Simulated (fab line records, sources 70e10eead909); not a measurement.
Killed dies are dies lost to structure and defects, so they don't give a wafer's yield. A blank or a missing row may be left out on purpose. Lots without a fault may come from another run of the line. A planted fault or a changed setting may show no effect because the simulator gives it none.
fab line records | flow nand_harc | part 1 of 2: steps 1 to 4 of 6
record lots=22 wafers=66 last_day=24
route steps=1159 shown A_STAIRCASE@647 A_SGD_CUT@765
lots that met no fault: from a run of the same line without faults
start_h: hours from the record's first day to the start of the lot's first wafer shown | wait_h: hours since the lot's step before | " the same as in the row above | L1.1+2: a row that stands for several wafers | - no value, or no start given | * or withheld: withheld | < > ~ a bound
route shown NAME@n: a module of which the file shows steps, and the number in the route of the first | usual: mean/standard deviation of fault-free wafers | same: alike in all rows | chamber/n: place in a boat | sites: the reading at each site | _std_site: their standard deviation | _edge_site: outer sites' mean less inner sites' | radius_mm: how far each site lies from the wafer's centre | mask NAME#n: copy n | behind: the tool/chamber that last shaped the wafer | hold: why the lot was held/for how many hours/how that ended | device: the transistor (n, p or np) that didn't switch | end of line: the same wafers' tests at the end of the route | a step without rows: its recipe alone | killed: dies lost to structure and defects at the first sort, not the wafer's yield | map: a wafer's dies, x killed, . not, _ none there
set.NAME: the setting as run; set.NAME@STEP: as run at that earlier step | model.NAME: the simulator's own value behind a step, which no gauge read
steps of the route over a sample of lots; a table a step, a row a wafer
services: from which hour (start_h, from the record's first day; less than 0 if before it) a tool's chamber was out of use, for how many hours, and why
## steps
# step NHARC_A_STAIRCASE_ETCH_253
# recipe target_depth_a=500 time_s=20.2 ion_energy_ev=400 c4f8_flow_sccm=20 o2_flow_sccm=10 ar_flow_sccm=withheld rf_w=600 bias_w=1000 chemistry=C4F8/O2
# usual oes_product_au=0.954/0.021 rf_vpp_V=895/5.8
# columns lot.wafer tool chamber start_h wait_h oes_product_au rf_hours_counter_h rf_vpp_V
L076.2 rie_diel-05 3 256.20 0.1 0.910 28 905
L076.4 " 0 " " 0.908 26 890
L076.1 " 1 " " 0.915 26 896
L075.4 rie_diel-06 3 256.85 0.1 0.930 3 902
L075.3 " 0 " " 0.944 3 888
L075.2 " 1 " " 0.933 3 897
L077.3 rie_diel-05 1 266.21 0.1 0.995 32 894
L077.2 " 3 " " 0.959 32 905
L077.5 " 0 " " 0.948 - 890
L078.3 rie_diel-04 0 266.63 0.2 0.931 52 894
L078.6 " 1 " " 0.943 - 905
L078.5 " 2 " " 0.947 - 894
L079.3 rie_diel-06 1 266.78 0.1 0.948 7 896
L079.2 " 3 " " 0.936 7 901
L079.6 " 1 " " 0.941 - 898
L080.2 rie_diel-04 0 282.20 0.1 0.965 57 893
L080.1 " 2 " " 0.955 59 894
L080.6 " 3 " " 0.976 - 892
L082.3 rie_diel-05 1 282.89 0.1 0.941 38 895
L082.4 " 2 " " 0.931 38 900
L082.6 " 1 " " 0.935 - 894
L081.3 rie_diel-06 2 290.06 0.1 0.926 14 892
L081.2 " 1 " " 0.931 14 896
L081.5 " 3 " " 0.935 - 904
L083.2 rie_diel-05 3 302.12 0.1 0.958 40 904
L083.5 " 0 " " 0.966 - 891
L083.6 " 1 " " 0.992 - 894
L084.4 rie_diel-04 1 303.24 0.1 0.980 2 906
L084.1 " 2 " " 0.965 3 894
L084.5 " 2 " " 0.958 - 892
L085.3 rie_diel-04 1 327.31 0.1 0.973 11 905
L085.2 " 2 " " 0.978 12 893
L085.6 " 0 " " 0.984 - 891
L087.3 rie_diel-05 0 328.49 0.1 0.903 56 890
L087.4 " 1 " " 0.938 55 896
L087.2 " 2 " " 0.942 55 901
L088.1 rie_diel-06 3 331.62 0.1 0.959 29 902
L088.4 " 1 " " 0.944 31 897
L088.5 " 3 " " 0.954 - 901
L086.3 rie_diel-04 0 333.22 0.1 0.951 13 891
L086.4 " 1 " " 0.958 14 904
L086.5 " 0 " " 0.963 - 891
L089.2 rie_diel-05 2 340.72 0.1 0.962 61 902
L089.3 " 1 " " 0.971 61 893
L089.6 " 2 " " 0.972 - 902
L091.2 rie_diel-04 0 345.65 0.2 0.950 18 893
L091.3 " 2 " " 0.916 20 894
L091.4 " 3 " " 0.937 19 892
L090.3 rie_diel-06 3 345.84 0.1 0.936 35 901
L090.1 " 0 " " 0.961 37 888
L090.5 " 3 " " 0.937 - 902
L093.1 rie_diel-06 0 353.92 0.1 0.979 40 887
L093.6 " 3 " " 0.959 - 902
L093.5 " 0 " " 0.985 - 887
L092.4 rie_diel-04 0 356.95 0.1 0.981 22 893
L092.2 " 2 " " 0.939 23 893
L092.1 " 3 " " 0.964 22 892
L095.3 rie_diel-06 0 371.75 0.1 0.969 45 886
L095.2 " 2 " " 0.942 44 891
L095.6 " 0 " " 0.976 - 886
L096.4 rie_diel-04 3 386.11 0.1 0.961 33 889
L096.3 " 2 " " 0.960 34 893
L096.6 " 0 " " 0.971 - 893
L097.2 rie_diel-06 3 390.21 0.1 0.951 52 902
L097.3 " 1 " " 0.935 54 895
L097.5 " 0 " " 0.968 - 887
# step NHARC_A_STAIRCASE_ETCHBACK_422
# recipe target_depth_a=400 over_etch_frac=0.3 time_s=74.286 ion_energy_ev=120 ch3f_flow_sccm=50 o2_flow_sccm=30 ar_flow_sccm=200 rf_w=500 bias_w=100 chemistry=CH3F/O2
# usual drypump_motor_current_A=5.62/0.25 oes_product_au=0.96/0.038 rf_vpp_V=244.4/1.9 showerhead_plenum_p_Torr=2.46/0.12 throttle_valve_pct=20.662/0.0086
# same over_etch_frac=0.3
# columns lot.wafer tool chamber start_h wait_h drypump_motor_current_A oes_product_au rf_hours_counter_h rf_vpp_V showerhead_plenum_p_Torr throttle_valve_pct
L075.3 rie_diel-04 3 312.49 0.1 5.25 0.99 5 241.9 2.35 20.660
L075.4 " 0 " " 6.00 0.99 4 244.7 2.39 20.645
L075.2 " 1 " " 5.77 1.00 4 246.9 2.63 20.659
L076.1 rie_diel-05 3 312.78 0.1 5.39 1.00 43 248.1 2.64 20.663
L076.2 " 1 " " 5.45 1.01 50 245.7 2.42 20.669
L076.4 " 2 " " 5.74 1.01 49 247.8 2.59 20.672
L079.3 rie_diel-05 3 321.53 0.1 5.41 1.00 48 248.2 2.64 20.662
L079.2 " 0 " " 5.63 0.98 54 242.4 2.33 20.673
L079.6 " 3 " " 5.38 1.00 - 247.7 2.64 20.656
L078.3 rie_diel-05 0 321.63 0.2 5.60 0.91 54 242.5 2.33 20.669
L078.5 " 3 " " 5.38 0.92 - 247.5 2.64 20.657
L078.6 " 0 " " 5.64 0.92 - 241.4 2.33 20.666
L077.3 rie_diel-04 2 322.97 0.1 5.51 0.96 10 244.0 2.41 20.674
L077.2 " 1 " " 5.77 0.99 9 246.8 2.63 20.656
L077.5 " 3 " " 5.23 0.97 - 242.3 2.35 20.650
L080.2 rie_diel-06 1 335.38 0.1 6.10 0.91 34 243.6 2.46 20.672
L080.1 " 2 " " 6.06 0.91 31 242.4 2.36 20.668
L080.6 " 1 " " 6.12 0.91 - 245.0 2.46 20.664
L082.3 rie_diel-05 2 335.58 0.1 5.72 0.93 58 245.8 2.58 20.677
L082.4 " 0 " " 5.61 0.91 58 241.3 2.33 20.644
L082.6 " 2 " " 5.74 0.94 - 246.2 2.58 20.653
L081.3 rie_diel-04 2 348.31 0.1 5.53 0.91 21 244.4 2.41 20.660
L081.2 " 1 " " 5.77 0.94 21 247.5 2.63 20.662
L081.5 " 3 " " 5.23 0.93 - 243.1 2.35 20.658
L084.1 rie_diel-04 1 361.32 0.1 5.77 0.98 26 248.3 2.62 20.661
L084.4 " 2 " " 5.54 0.97 25 244.0 2.40 20.667
L084.5 " 2 " " 5.54 0.98 - 243.5 2.40 20.663
L083.2 rie_diel-05 3 361.40 0.2 5.40 1.01 2 247.6 2.63 20.645
L083.6 " 2 " " 5.74 1.02 - 245.9 2.58 20.664
L083.5 " 3 " " 5.37 1.02 - 247.8 2.63 20.664
L087.2 rie_diel-04 1 381.46 0.1 5.79 1.01 31 247.0 2.62 20.664
L087.3 " 2 " " 5.51 0.99 32 242.9 2.40 20.672
L087.4 " 0 " " 6.01 1.01 30 242.7 2.38 20.671
L085.3 rie_diel-04 1 381.56 0.1 5.77 0.95 31 247.4 2.62 20.657
L085.2 " 3 " " 5.25 0.92 31 243.2 2.34 20.670
L085.6 " 2 " " 5.54 0.91 - 244.1 2.40 20.666
L088.1 rie_diel-06 2 383.22 0.2 6.06 0.97 51 243.6 2.35 20.655
L088.4 " 1 " " 6.10 0.98 52 244.9 2.45 20.645
L088.5 " 3 " " 5.75 0.96 - 246.7 2.56 20.660
L086.3 rie_diel-05 1 384.98 0.1 5.42 0.99 8 243.9 2.41 20.658
L086.4 " 2 " " 5.75 1.00 8 246.2 2.58 20.655
L086.5 " 0 " " 5.61 0.99 - 242.2 2.33 20.662
L089.2 rie_diel-05 1 394.88 0.1 5.41 0.99 13 242.4 2.41 20.675
L089.3 " 0 " " 5.61 0.99 14 243.0 2.33 20.656
L089.6 " 2 " " 5.75 1.01 - 244.3 2.57 20.652
L091.2 rie_diel-06 2 398.62 0.1 6.05 0.93 58 242.3 2.35 20.659
L091.3 " 3 " " 5.78 0.90 56 243.9 2.56 20.645
L091.4 " 1 " " 6.08 0.92 60 243.8 2.45 20.660
L090.3 rie_diel-05 0 398.85 0.2 5.62 0.92 16 243.9 2.32 20.668
L090.1 " 2 " " 5.75 0.95 15 245.9 2.57 20.658
L090.5 " 3 " " 5.39 0.95 - 245.7 2.63 20.660
L093.1 rie_diel-05 0 411.97 0.2 5.61 0.99 21 241.5 2.32 20.654
L093.5 " 2 " " 5.73 1.02 - 245.3 2.57 20.662
L093.6 " 3 " " 5.36 1.02 - 246.4 2.63 20.657
L092.1 rie_diel-04 1 425.70 0.2 5.78 0.93 41 246.8 2.62 20.661
L092.2 " 2 " " 5.53 0.91 47 243.3 2.40 20.664
L092.4 " 3 " " 5.23 0.93 47 241.4 2.34 20.669
L095.2 rie_diel-04 0 439.76 0.2 6.01 0.92 51 242.8 2.37 20.651
L095.3 " 1 " " 5.78 0.95 45 246.2 2.62 20.670
L095.6 " 2 " " 5.53 0.91 - 242.4 2.39 20.669
L096.3 rie_diel-04 3 450.12 0.1 5.22 1.01 56 241.9 2.33 20.657
L096.4 " 1 " " 5.80 1.02 - 247.4 2.61 20.660
L096.6 " 2 " " 5.52 0.99 - 245.9 2.39 20.670
L097.2 rie_diel-05 1 450.56 0.1 5.44 0.92 32 243.6 2.40 20.647
L097.3 " 2 " " 5.73 0.93 33 245.8 2.57 20.667
L097.5 " 0 " " 5.58 0.92 - 242.2 2.32 20.663
# step NHARC_A_STAIRCASE_STRIP_475
# recipe time_s=20 o2_flow_sccm=500 ar_flow_sccm=0 bias_w=0 chemistry=O2
# usual drypump_motor_current_A=5.61/0.25 oes_product_au=1.004/0.013 rf_vpp_V=57.8/0.88 showerhead_plenum_p_Torr=3.52/0.16 throttle_valve_pct=17.034/0.0091
# columns lot.wafer tool chamber start_h wait_h drypump_motor_current_A oes_product_au rf_hours_counter_h rf_vpp_V showerhead_plenum_p_Torr throttle_valve_pct
L075.4 rie_diel-04 3 - - 5.25 1.009 5 57.5 3.38 17.030
L075.3 " 1 " " 5.79 1.013 4 58.2 3.77 17.032
L075.2 " 2 " " 5.53 0.995 5 57.1 3.46 17.032
L076.4 rie_diel-06 0 - - 5.41 1.002 23 57.9 3.29 17.039
L076.2 " 1 " " 6.09 0.979 23 58.0 3.53 17.029
L076.1 " 2 " " 6.08 0.995 22 56.3 3.39 17.040
L079.2 rie_diel-05 1 - - 5.41 1.004 53 58.2 3.48 17.033
L079.3 " 2 " " 5.75 1.012 53 58.8 3.70 17.031
L079.6 " 1 " " 5.43 1.011 - 57.1 3.48 17.025
L078.3 rie_diel-05 0 - - 5.60 0.995 54 57.0 3.35 17.032
L078.6 " 1 " " 5.46 1.015 - 58.4 3.48 17.035
L078.5 " 2 " " 5.76 1.025 - 57.3 3.70 17.037
L077.3 rie_diel-05 0 - - 5.60 0.975 54 56.6 3.35 17.041
L077.2 " 1 " " 5.42 1.008 53 57.8 3.48 17.031
L077.5 " 1 " " 5.45 1.010 - 58.9 3.48 17.044
L080.1 rie_diel-04 2 - - 5.53 0.993 15 56.7 3.46 17.050
L080.2 " 0 " " 6.02 1.008 14 58.9 3.42 17.032
L080.6 " 1 " " 5.78 1.026 - 58.4 3.76 17.044
L082.4 rie_diel-04 0 - - 6.00 1.005 14 58.1 3.42 17.032
L082.3 " 1 " " 5.79 1.009 15 57.3 3.76 17.040
L082.6 " 1 " " 5.77 1.018 - 59.0 3.76 17.025
L081.2 rie_diel-04 1 - - 5.78 1.010 21 57.2 3.76 17.020
L081.3 " 3 " " 5.24 1.000 20 57.7 3.38 17.035
L081.5 " 1 " " 5.78 1.014 - 59.1 3.76 17.041
L084.4 rie_diel-04 2 - - 5.54 0.988 25 57.9 3.45 17.037
L084.1 " 0 " " 6.01 1.012 25 58.3 3.42 17.050
L084.5 " 2 " " 5.55 0.986 - 57.3 3.45 17.038
L083.2 rie_diel-05 2 - - 5.74 1.016 2 59.9 3.69 17.029
L083.6 " 1 " " 5.44 1.013 - 57.7 3.47 17.027
L083.5 " 2 " " 5.73 1.008 - 57.7 3.69 17.027
L087.3 rie_diel-04 0 - - 6.02 1.017 30 56.7 3.42 17.044
L087.2 " 1 " " 5.78 1.022 31 57.7 3.75 17.040
L087.4 " 2 " " 5.53 0.995 32 56.8 3.45 17.044
L085.3 rie_diel-04 1 - - 5.79 1.009 31 58.7 3.75 17.040
L085.2 " 2 " " 5.52 0.980 32 58.5 3.45 17.043
L085.6 " 1 " " 5.77 1.017 - 57.4 3.75 17.032
L088.4 rie_diel-04 0 - - 6.01 0.994 31 57.4 3.41 17.052
L088.1 " 3 " " 5.24 1.004 32 56.9 3.37 17.024
L088.5 " 0 " " 6.02 1.008 - 57.1 3.41 17.019
L086.3 rie_diel-04 3 - - 5.24 1.009 33 58.3 3.37 17.047
L086.4 " 1 " " 5.79 1.007 33 59.8 3.75 17.028
L086.5 " 2 " " 5.54 0.988 - 56.7 3.45 17.021
L089.3 rie_diel-05 1 - - 5.42 0.981 13 56.7 3.46 17.036
L089.2 " 0 " " 5.62 0.982 14 55.6 3.34 17.032
L089.6 " 1 " " 5.42 0.991 - 57.7 3.46 17.033
L091.3 rie_diel-04 3 - - 5.24 1.003 38 57.7 3.37 17.039
L091.4 " 0 " " 5.99 1.008 37 57.9 3.41 17.042
L091.2 " 2 " " 5.53 0.974 39 58.5 3.45 17.020
L090.1 rie_diel-05 1 - - 5.45 1.001 15 57.3 3.46 17.026
L090.3 " 2 " " 5.77 1.017 15 58.1 3.69 17.028
L090.5 " 3 " " 5.40 1.020 - 58.5 3.76 17.038
L093.1 rie_diel-05 1 - - 5.44 0.990 21 57.1 3.46 17.043
L093.6 " 3 " " 5.40 1.025 - 59.0 3.76 17.031
L093.5 " 0 " " 5.62 0.999 - 57.1 3.34 17.028
L092.1 rie_diel-05 1 - - 5.43 0.987 25 57.7 3.46 17.046
L092.2 " 3 " " 5.39 1.023 27 57.7 3.76 17.012
L092.4 " 0 " " 5.62 1.006 26 56.9 3.34 17.014
L095.2 rie_diel-05 1 - - 5.42 0.995 28 58.3 3.45 17.028
L095.3 " 3 " " 5.36 1.032 30 57.8 3.76 17.032
L095.6 " 1 " " 5.45 1.003 - 58.5 3.45 17.024
L096.3 rie_diel-04 3 450.74 0.2 5.24 1.008 56 58.4 3.36 17.039
L096.6 " 2 " " 5.55 0.994 - 56.9 3.44 17.044
L096.4 " 3 " " 5.24 1.017 - 58.8 3.36 17.052
L097.2 rie_diel-04 2 451.13 0.2 5.53 0.982 58 58.9 3.44 17.027
L097.3 " 1 " " 5.76 1.017 51 59.6 3.74 17.040
L097.5 " 3 " " 5.24 0.998 - 55.4 3.36 17.035
# step NHARC_A_SGD_CUT_ETCH_16
# recipe target_depth_a=3105 time_s=155.2 c4f8_flow_sccm=withheld o2_flow_sccm=8 ar_flow_sccm=withheld rf_w=600 bias_w=800 chemistry=C4F8/O2/Ar
# usual oes_product_au=0.968/0.017 rf_vpp_V=726/3.6
# columns lot.wafer tool chamber start_h wait_h oes_product_au rf_hours_counter_h rf_vpp_V
L075.2 rie_diel-07 2 - - 0.960 9 726
L075.3 " 3 " " 0.971 8 723
L075.4 " 1 " " 0.949 8 720
L076.1 rie_diel-08 2 - - 0.978 0 727
L076.4 " 3 " " 0.962 0 717
L076.2 " 0 " " 0.996 0 723
L079.3 rie_diel-08 2 - - 0.972 1 727
L079.2 " 0 " " 0.986 1 724
L079.6 " 1 " " 0.962 - 726
L078.3 rie_diel-07 0 - - 0.992 10 723
L078.5 " 0 " " 0.983 - 724
L078.6 " 1 " " 0.975 - 720
L077.3 rie_diel-13 0 - - 0.964 5 728
L077.2 " 2 " " 0.959 5 730
L077.5 " 1 " " 1.003 - 727
L080.2 rie_diel-13 2 - - 0.974 6 729
L080.1 " 3 " " 0.989 5 729
L080.6 " 1 " " 1.008 - 727
L082.4 rie_diel-07 3 - - 0.947 12 722
L082.3 " 2 " " 0.962 13 725
L082.6 " 0 " " 0.951 - 724
L081.3 rie_diel-07 3 - - 0.987 13 725
L081.2 " 1 " " 0.976 13 722
L081.5 " 0 " " 0.987 - 723
L084.4 rie_diel-13 3 - - 0.942 7 728
L084.1 " 0 " " 0.941 8 728
L084.5 " 0 " " 0.935 - 728
L083.2 rie_diel-07 1 - - 0.971 15 719
L083.5 " 1 " " 0.962 - 720
L083.6 " 2 " " 0.972 - 726
L087.4 rie_diel-13 0 - - 0.926 10 726
L087.2 " 1 " " 0.949 10 727
L087.3 " 3 " " 0.951 8 730
L085.2 rie_diel-13 2 - - 0.960 10 729
L085.3 " 3 " " 0.957 8 730
L085.6 " 2 " " 0.943 - 730
L088.4 rie_diel-07 0 - - 0.962 17 724
L088.1 " 1 " " 0.962 17 719
L088.5 " 1 " " 0.957 - 719
L086.3 rie_diel-08 3 388.35 0.1 0.956 - 719
L086.4 " 2 " " 0.971 - 728
L086.5 " 2 " " 0.976 - 727
L089.3 rie_diel-08 0 - - 0.977 5 724
L089.2 " 1 " " 0.911 4 725
L089.6 " 2 " " 0.976 - 728
L091.2 rie_diel-08 0 - - 1.001 5 724
L091.3 " 1 " " 0.977 4 725
L091.4 " 3 " " 0.970 7 717
L090.1 rie_diel-13 3 - - 0.989 10 731
L090.3 " 0 " " 0.959 11 728
L090.5 " 0 " " 0.968 - 728
L093.1 rie_diel-13 0 - - 0.959 13 727
L093.5 " 3 " " 0.972 - 730
L093.6 " 0 " " 0.970 - 728
L092.2 rie_diel-13 3 - - 0.989 13 730
L092.4 " 0 " " 0.968 15 727
L092.1 " 2 " " 0.959 15 727
L095.2 rie_diel-08 1 - - 0.956 8 727
L095.3 " 2 " " 0.975 10 728
L095.6 " 1 " " 0.962 - 726
L096.4 rie_diel-13 1 - - 0.982 18 726
L096.3 " 0 " " 0.975 17 727
L096.6 " 2 " " 0.966 - 728
L097.3 rie_diel-08 2 - - 0.980 10 725
L097.2 " 3 " " 0.961 11 718
L097.5 " 3 " " 0.980 - 718
